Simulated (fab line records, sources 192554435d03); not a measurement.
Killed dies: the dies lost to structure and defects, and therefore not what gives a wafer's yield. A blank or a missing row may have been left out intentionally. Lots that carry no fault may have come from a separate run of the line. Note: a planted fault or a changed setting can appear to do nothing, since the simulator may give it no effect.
Matching of chambers -- flow n5Finfet -- N5_BEOL_M5_PRE_CLEAN_77 on cvdCo-01 has 3 sister chambers
The step time 15 s. 6 wafers are shown with their chamber, then 9 later ones without.

## WAFERS, EACH WITH ITS CHAMBER
wafer,chamber,heaterPowerW (W)
L080.6,2,98
L086.3,2,99
L086.5,1,64
L093.1,1,62
L093.3,0,101
L093.6,0,103

## WAFERS MISSING THEIR CHAMBER
wafer,heaterPowerW (W)
L094.2,99
L094.3,64
L094.6,65
L095.1,64
L095.2,98
L095.5,100
L097.1,101
L097.2,94
L097.5,103

## CHAMBER TAKEN BY EACH
wafer,from the rows above,in truth
L094.2,2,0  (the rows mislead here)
L094.3,1,1
L094.6,1,1
L095.1,1,1
L095.2,2,2
L095.5,can't be placed: 2 or 0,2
L097.1,can't be placed: 0 or 2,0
L097.2,2,2
L097.5,0,0
Correct placement for 6 of the 9. These rows do not allow placing 2 (true chamber among the candidates in 2). Number placed wrongly: 1.
How it was worked out, from the rows above alone: a wafer's distance from a chamber is the root of the sum, over the readings, of the square of ((its reading less the chamber's mean) divided by the reading's scatter). If the next closest chamber is less than 2 further off than the closest, the wafer can't be placed; otherwise it belongs to the closest. The mean given for a chamber averages the wafers shown for that chamber. The scatter is the square root of a quotient: the sum, over the shown wafers, of each reading's squared deviation from its chamber's mean, divided by wafers minus chambers.
